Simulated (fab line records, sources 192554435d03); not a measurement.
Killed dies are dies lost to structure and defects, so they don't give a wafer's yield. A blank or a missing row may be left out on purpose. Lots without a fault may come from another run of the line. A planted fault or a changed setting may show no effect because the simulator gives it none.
Which tool did it? | flow n5_finfet | 24 lots, 72 wafers sampled, at 6 steps of a route of 1938

WHAT THE GAUGES READ, wafer by wafer
N5_BEOL_M10_CD_MEAS_18: pitch 140 nm, target cd 70 nm.
lot  | measured     | on        | cd_nm (nm)
L075 | day 10 20:49 | cd_sem-02 | 70.4 70.3 71.1
L074 | day 11 01:54 | cd_sem-03 | 69.4 70.0 70.0
L076 | day 11 01:58 | cd_sem-02 | 69.7 69.6 70.1
L077 | day 11 06:04 | cd_sem-02 | 70.0 70.5 71.2
L079 | day 11 18:51 | cd_sem-02 | 70.4 70.5 69.8
L078 | day 11 19:43 | cd_sem-02 | 69.0 69.3 69.2
L082 | day 11 23:50 | cd_sem-03 | 69.9 70.8 69.5
L080 | day 12 00:23 | cd_sem-01 | 68.9 69.6 69.7
L081 | day 12 09:15 | cd_sem-02 | 70.9 70.6 69.8
L083 | day 12 22:17 | cd_sem-02 | 69.2 70.5 69.6
L086 | day 13 18:46 | cd_sem-03 | 71.1 69.9 70.6
L084 | day 13 18:55 | cd_sem-02 | 69.7 70.0 70.1
L085 | day 13 18:56 | cd_sem-03 | 69.5 70.0 69.6
L088 | day 14 01:56 | cd_sem-01 | 69.8 70.0 69.7
L089 | day 14 02:08 | cd_sem-01 | 71.8 71.1 70.6
L087 | day 14 04:08 | cd_sem-02 | 70.2 70.7 71.2
L091 | day 14 08:56 | cd_sem-03 | 69.4 69.9 70.0
L090 | day 14 14:17 | cd_sem-02 | 69.9 70.8 70.5
L092 | day 14 17:05 | cd_sem-02 | 70.6 71.1 71.2
L093 | day 14 20:57 | cd_sem-02 | 69.6 69.1 70.1
L094 | day 15 20:08 | cd_sem-02 | 71.0 70.2 71.6
L095 | day 16 03:37 | cd_sem-01 | 68.8 69.5 69.3
L097 | day 16 06:59 | cd_sem-02 | 69.9 70.1 70.4
L096 | day 16 11:20 | cd_sem-01 | 71.7 71.9 70.5

N5_BEOL_M12_THK_MEAS_50: measures by xrf.
lot  | measured     | on            | M12_THK (nm)
L075 | day 11 16:18 | film_metro-02 | 317 319 320
L074 | day 12 01:05 | film_metro-01 | 319 328 322
L076 | day 12 01:16 | film_metro-01 | 316 322 317
L077 | day 12 01:22 | film_metro-02 | 327 330 316
L079 | day 12 17:33 | film_metro-02 | 325 319 327
L078 | day 12 17:05 | film_metro-02 | 324 323 323
L082 | day 13 06:59 | film_metro-01 | 332 324 325
L080 | day 13 09:50 | film_metro-02 | 323 320 326
L081 | day 13 11:07 | film_metro-01 | 318 319 320
L083 | day 14 00:56 | film_metro-02 | 326 330 329
L086 | day 14 09:07 | film_metro-01 | 316 323 330
L084 | day 14 15:34 | film_metro-01 | 327 329 321
L085 | day 14 14:33 | film_metro-01 | 326 327 326
L088 | day 15 03:22 | film_metro-01 | 326 316 325
L089 | day 14 23:04 | film_metro-02 | 325 324 326
L087 | day 15 00:04 | film_metro-01 | 324 317 324
L091 | day 15 03:41 | film_metro-01 | 325 326 327
L090 | day 15 05:54 | film_metro-02 | 322 321 321
L092 | day 15 10:23 | film_metro-02 | 323 323 325
L093 | day 15 12:10 | film_metro-02 | 328 321 325
L094 | day 16 14:05 | film_metro-02 | 327 328 317
L095 | day 16 20:38 | film_metro-01 | 328 324 323
L097 | day 17 01:01 | film_metro-02 | 325 328 324
L096 | day 17 07:01 | film_metro-02 | 322 319 326

N5_BEOL_M12_RS_MEAS_54: measures by four-point-probe.
lot  | measured     | on            | M12_RS (ohm/sq)
L075 | day 11 16:26 | film_metro-01 | 0.0615 0.0608 0.0607
L074 | day 12 01:13 | film_metro-02 | 0.0611 0.0595 0.0607
L076 | day 12 01:23 | film_metro-02 | 0.0617 0.0605 0.0614
L077 | day 12 01:29 | film_metro-01 | 0.0585 0.0582 0.0607
L079 | day 12 17:52 | film_metro-02 | 0.0596 0.0602 0.0590
L078 | day 12 17:13 | film_metro-02 | 0.0598 0.0603 0.0605
L082 | day 13 07:07 | film_metro-01 | 0.0579 0.0594 0.0590
L080 | day 13 09:57 | film_metro-02 | 0.0600 0.0609 0.0600
L081 | day 13 11:14 | film_metro-02 | 0.0606 0.0602 0.0598
L083 | day 14 01:04 | film_metro-01 | 0.0592 0.0586 0.0586
L086 | day 14 09:14 | film_metro-02 | 0.0617 0.0603 0.0591
L084 | day 14 15:41 | film_metro-02 | 0.0596 0.0592 0.0606
L085 | day 14 14:50 | film_metro-01 | 0.0598 0.0597 0.0597
L088 | day 15 03:29 | film_metro-01 | 0.0593 0.0610 0.0594
L089 | day 14 23:11 | film_metro-02 | 0.0599 0.0597 0.0598
L087 | day 15 00:11 | film_metro-02 | 0.0602 0.0614 0.0602
L091 | day 15 03:49 | film_metro-01 | 0.0599 0.0599 0.0597
L090 | day 15 06:02 | film_metro-02 | 0.0599 0.0599 0.0600
L092 | day 15 10:30 | film_metro-02 | 0.0601 0.0601 0.0600
L093 | day 15 12:17 | film_metro-01 | 0.0587 0.0597 0.0592
L094 | day 16 14:13 | film_metro-01 | 0.0594 0.0591 0.0618
L095 | day 16 20:46 | film_metro-02 | 0.0593 0.0601 0.0599
L097 | day 17 01:08 | film_metro-01 | 0.0596 0.0588 0.0597
L096 | day 17 07:10 | film_metro-02 | 0.0607 0.0610 0.0600

WHICH TOOL RAN EACH LOT (tool, then ch and the chambers of the sampled wafers, then the start)
lot  | N5_BEOL_M10_ETCH_62                | N5_BEOL_M10_HM_OPEN_17            | N5_BEOL_M10_ETCH_65
L075 | rie_diel-01 ch 0,2,3, day 10 20:27 | rie_metal-01 ch 0,1, day 10 20:38 | rie_diel-01 ch 1,3, day 10 21:22
L074 | rie_diel-05 ch 1,2,3, day 11 01:28 | rie_metal-03 ch 0,1, day 11 01:41 | rie_diel-01 ch 1,2,3, day 11 04:10
L076 | rie_diel-01 ch 0,2,3, day 11 01:36 | rie_metal-01 ch 0,1, day 11 01:47 | rie_diel-05 ch 1,2,3, day 11 04:16
L077 | rie_diel-01 ch 0,2,3, day 11 05:41 | rie_metal-01 ch 0,1, day 11 05:54 | rie_diel-01 ch 1,2, day 11 07:09
L079 | rie_diel-01 ch 0,1,2, day 11 18:29 | rie_metal-01 ch 0,1, day 11 18:40 | rie_diel-06 ch 1,2,3, day 11 22:43
L078 | rie_diel-05 ch 0,1,3, day 11 19:20 | rie_metal-01 ch 0, day 11 19:32   | rie_diel-05 ch 0,2,3, day 11 22:33
L082 | rie_diel-05 ch 0,1, day 11 23:20   | rie_metal-01 ch 0,1, day 11 23:31 | rie_diel-05 ch 1,2,3, day 12 02:06
L080 | rie_diel-06 ch 0,1,2, day 11 23:59 | rie_metal-01 ch 0,1, day 12 00:11 | rie_diel-01 ch 0,1,2, day 12 01:56
L081 | rie_diel-06 ch 0,1,3, day 12 08:46 | rie_metal-02 ch 0,1, day 12 08:57 | rie_diel-05 ch 1,2,3, day 12 09:44
L083 | rie_diel-01 ch 0,1,2, day 12 21:59 | rie_metal-03 ch 0,1, day 12 22:08 | rie_diel-05 ch 0,1,2, day 13 00:43
L086 | rie_diel-05 ch 0,1, day 13 18:22   | rie_metal-01 ch 0, day 13 18:34   | rie_diel-05 ch 0,1,2, day 13 20:40
L084 | rie_diel-01 ch 0,2, day 13 18:32   | rie_metal-03 ch 0,1, day 13 18:43 | rie_diel-05 ch 1,3, day 13 21:08
L085 | rie_diel-06 ch 0,2,3, day 13 18:35 | rie_metal-02 ch 0,1, day 13 18:46 | rie_diel-06 ch 0,1,3, day 13 20:56
L088 | rie_diel-06 ch 1,2,3, day 14 01:35 | rie_metal-03 ch 0,1, day 14 01:46 | rie_diel-06 ch 0,1,2, day 14 02:27
L089 | rie_diel-01 ch 2,3, day 14 01:46   | rie_metal-03 ch 0,1, day 14 01:59 | rie_diel-05 ch 1,2,3, day 14 02:46
L087 | rie_diel-06 ch 1,2,3, day 14 03:46 | rie_metal-03 ch 0,1, day 14 03:57 | rie_diel-01 ch 0,1,3, day 14 06:52
L091 | rie_diel-05 ch 1,2, day 14 08:34   | rie_metal-02 ch 0,1, day 14 08:46 | rie_diel-06 ch 0,1,3, day 14 12:27
L090 | rie_diel-01 ch 0,2,3, day 14 13:49 | rie_metal-03 ch 0,1, day 14 14:00 | rie_diel-06 ch 1,2,3, day 14 14:49
L092 | rie_diel-06 ch 2,3, day 14 16:43   | rie_metal-03 ch 0, day 14 16:54   | rie_diel-05 ch 1,3, day 14 19:16
L093 | rie_diel-05 ch 0,3, day 14 20:35   | rie_metal-01 ch 1, day 14 20:46   | rie_diel-06 ch 2,3, day 14 21:53
L094 | rie_diel-06 ch 0,2, day 15 19:46   | rie_metal-03 ch 0,1, day 15 19:56 | rie_diel-01 ch 1,2, day 15 20:57
L095 | rie_diel-05 ch 1,2, day 16 03:15   | rie_metal-03 ch 0, day 16 03:26   | rie_diel-01 ch 0,1,3, day 16 05:57
L097 | rie_diel-05 ch 2,3, day 16 06:36   | rie_metal-02 ch 1, day 16 06:47   | rie_diel-01 ch 1,3, day 16 07:43
L096 | rie_diel-05 ch 1,2, day 16 10:58   | rie_metal-01 ch 0,1, day 16 11:11 | rie_diel-05 ch 1,3, day 16 13:22
- N5_BEOL_M10_ETCH_62: etches SOC in N2/H2, target depth 110 nm, overetch 22 nm, time 165 s.
- N5_BEOL_M10_HM_OPEN_17: chemistry Cl2/BCl3, target TiN, target depth 20 nm, overetch 6 nm.
- N5_BEOL_M10_ETCH_65: etches SiARC in CF4, target depth 39 nm, time 65 s.

WHAT THE TOOLS THEMSELVES READ (means of the sampled wafers that have a number; where no wafer has one, the mark that the record gives instead)
N5_BEOL_M10_ETCH_62.
lot  | tool        | drypump_motor_current_A (A) | n2_flow_sccm (sccm) | oes_product_au (a.u.) | rf_vpp_V (V) | showerhead_plenum_p_Torr (Torr) | throttle_valve_pct (%)
L075 | rie_diel-01 | 5.3                         | 200.1               | 0.67                  | 524.5        | 2.58                            | 17.77
L074 | rie_diel-05 | 6.0                         | 199.8               | 0.74                  | 522.6        | 2.52                            | 17.82
L076 | rie_diel-01 | 5.3                         | 199.9               | 0.67                  | 525.0        | 2.58                            | 17.77
L077 | rie_diel-01 | 5.3                         | 200.3               | 0.67                  | 525.2        | 2.58                            | 17.77
L079 | rie_diel-01 | 5.5                         | 200.0               | 0.70                  | 524.7        | 2.56                            | 17.67
L078 | rie_diel-05 | 6.0                         | 199.9               | 0.71                  | 523.4        | 2.55                            | 17.75
L082 | rie_diel-05 | 5.8                         | 199.4               | 0.68                  | 523.3        | 2.53                            | 17.72
L080 | rie_diel-06 | 5.6                         | 200.3               | 0.63                  | 523.8        | 2.54                            | 17.97
L081 | rie_diel-06 | 5.5                         | 199.8               | 0.65                  | 522.9        | 2.51                            | 17.94
L083 | rie_diel-01 | 5.5                         | 200.0               | 0.70                  | 524.7        | 2.55                            | 17.71
L086 | rie_diel-05 | 5.8                         | 200.0               | 0.68                  | 522.8        | 2.49                            | 17.82
L084 | rie_diel-01 | 5.1                         | 200.2               | 0.71                  | 524.8        | 2.57                            | 17.69
L085 | rie_diel-06 | 5.3                         | 200.5               | 0.67                  | 525.1        | 2.59                            | 17.86
L088 | rie_diel-06 | 5.5                         | 199.9               | 0.75                  | 526.9        | 2.65                            | 17.67
L089 | rie_diel-01 | 5.1                         | 200.3               | 0.74                  | 524.8        | 2.59                            | 17.70
L087 | rie_diel-06 | 5.5                         | 200.0               | 0.75                  | 527.3        | 2.65                            | 17.66
L091 | rie_diel-05 | 5.8                         | 199.6               | 0.69                  | 521.1        | 2.46                            | 17.91
L090 | rie_diel-01 | 5.3                         | 199.7               | 0.73                  | 524.9        | 2.57                            | 17.70
L092 | rie_diel-06 | 5.2                         | 200.5               | 0.71                  | 525.9        | 2.61                            | 17.69
L093 | rie_diel-05 | 5.9                         | 199.4               | 0.66                  | 524.4        | 2.58                            | 17.73
L094 | rie_diel-06 | 5.3                         | 200.5               | 0.62                  | 524.4        | 2.57                            | 18.08
L095 | rie_diel-05 | 5.9                         | 200.0               | 0.68                  | 521.9        | 2.44                            | 17.93
L097 | rie_diel-05 | 6.1                         | 199.5               | 0.70                  | 524.0        | 2.55                            | 17.86
L096 | rie_diel-05 | 5.8                         | 200.0               | 0.68                  | 521.6        | 2.45                            | 17.95

N5_BEOL_M10_HM_OPEN_17.
lot  | tool         | drypump_motor_current_A (A) | oes_product_au (a.u.) | throttle_valve_pct (%)
L075 | rie_metal-01 | 5.8                         | 0.78                  | 21.7
L074 | rie_metal-03 | 6.4                         | 0.73                  | 22.1
L076 | rie_metal-01 | 5.2                         | 0.77                  | 21.9
L077 | rie_metal-01 | 5.2                         | 0.77                  | 21.9
L079 | rie_metal-01 | 5.8                         | 0.79                  | 21.6
L078 | rie_metal-01 | 4.7                         | 0.75                  | 22.1
L082 | rie_metal-01 | 5.7                         | 0.76                  | 21.7
L080 | rie_metal-01 | 5.2                         | 0.76                  | 21.9
L081 | rie_metal-02 | 5.8                         | 0.61                  | 22.2
L083 | rie_metal-03 | 6.3                         | 0.72                  | 22.1
L086 | rie_metal-01 | 4.7                         | 0.72                  | 22.2
L084 | rie_metal-03 | 6.3                         | 0.71                  | 22.1
L085 | rie_metal-02 | 5.9                         | 0.63                  | 22.4
L088 | rie_metal-03 | 6.4                         | 0.70                  | 22.1
L089 | rie_metal-03 | 6.4                         | 0.71                  | 22.1
L087 | rie_metal-03 | 6.3                         | 0.70                  | 22.1
L091 | rie_metal-02 | 5.9                         | 0.63                  | 22.3
L090 | rie_metal-03 | 6.4                         | 0.71                  | 22.1
L092 | rie_metal-03 | 6.3                         | 0.72                  | 22.1
L093 | rie_metal-01 | 6.3                         | 0.77                  | 21.4
L094 | rie_metal-03 | 6.3                         | 0.71                  | 22.1
L095 | rie_metal-03 | 6.3                         | 0.70                  | 22.1
L097 | rie_metal-02 | 6.0                         | 0.64                  | 22.6
L096 | rie_metal-01 | 5.2                         | 0.73                  | 21.9

N5_BEOL_M10_ETCH_65.
lot  | tool        | drypump_motor_current_A (A) | etch_rf_on_time_s (s) | oes_product_au (a.u.) | rf_vpp_V (V) | showerhead_plenum_p_Torr (Torr) | throttle_valve_pct (%)
L075 | rie_diel-01 | 5.9                         | 64.2                  | 0.66                  | 184.4        | 2.17                            | 15.74
L074 | rie_diel-01 | 5.5                         | 64.6                  | 0.68                  | 183.8        | 2.17                            | 15.61
L076 | rie_diel-05 | 6.0                         | 63.8                  | 0.75                  | 183.5        | 2.11                            | 15.56
L077 | rie_diel-01 | 5.3                         | 62.9                  | 0.74                  | 185.2        | 2.16                            | 15.41
L079 | rie_diel-06 | 5.5                         | 64.8                  | 0.69                  | 184.2        | 2.16                            | 15.56
L078 | rie_diel-05 | 5.9                         | 63.5                  | 0.72                  | 183.8        | 2.14                            | 15.46
L082 | rie_diel-05 | 6.0                         | 64.4                  | 0.74                  | 184.1        | 2.11                            | 15.58
L080 | rie_diel-01 | 5.5                         | 63.7                  | 0.72                  | 184.4        | 2.16                            | 15.49
L081 | rie_diel-05 | 6.0                         | 64.0                  | 0.74                  | 184.2        | 2.11                            | 15.58
L083 | rie_diel-05 | 5.8                         | 65.4                  | 0.68                  | 183.7        | 2.10                            | 15.55
L086 | rie_diel-05 | 5.8                         | 65.1                  | 0.68                  | 183.6        | 2.09                            | 15.56
L084 | rie_diel-05 | 6.0                         | 64.6                  | 0.72                  | 183.9        | 2.10                            | 15.56
L085 | rie_diel-06 | 5.5                         | 64.3                  | 0.74                  | 185.6        | 2.20                            | 15.58
L088 | rie_diel-06 | 5.6                         | 64.5                  | 0.72                  | 185.5        | 2.21                            | 15.55
L089 | rie_diel-05 | 5.9                         | 64.2                  | 0.72                  | 184.3        | 2.10                            | 15.61
L087 | rie_diel-01 | 5.7                         | 64.2                  | 0.72                  | 184.2        | 2.16                            | 15.58
L091 | rie_diel-06 | 5.5                         | 64.3                  | 0.73                  | 184.9        | 2.20                            | 15.59
L090 | rie_diel-06 | 5.5                         | 64.2                  | 0.75                  | 185.2        | 2.23                            | 15.45
L092 | rie_diel-05 | 6.2                         | 64.3                  | 0.73                  | 184.1        | 2.13                            | 15.52
L093 | rie_diel-06 | 5.2                         | 64.4                  | 0.70                  | 184.7        | 2.22                            | 15.49
L094 | rie_diel-01 | 5.3                         | 64.1                  | 0.69                  | 184.1        | 2.15                            | 15.49
L095 | rie_diel-01 | 5.7                         | 64.7                  | 0.70                  | 185.1        | 2.16                            | 15.60
L097 | rie_diel-01 | 5.9                         | 64.4                  | 0.69                  | 184.0        | 2.16                            | 15.67
L096 | rie_diel-05 | 6.0                         | 64.5                  | 0.70                  | 184.6        | 2.10                            | 15.61

THE ANSWER, worked out from the rows above alone
Rule: what is usual is taken from the lots themselves. Put in order of their means at a reading, lots are off if they are a third of the lots or fewer, leave a main group of 4 or more, and stand apart from it by a gap of 3 or more times the standard deviation of the main group's means; of several such gaps the widest counts. A main group whose means are all the same, to the digits that the tables above print for the reading, isn't used. A lot without any number at a reading at which 4 lots or more have one is off too. The other lots that the step has rows for count as sound. The gauges are gone through in route order, then the tools' own readings, and for those a lot's mean is taken as printed above. The first step at which some lot is off is used, and at that step the reading that is off furthest; a lot without a number counts as furthest.
No lot is off at any reading shown: from this, nothing can be told.

WHAT THE SIMULATOR HAD PUT IN
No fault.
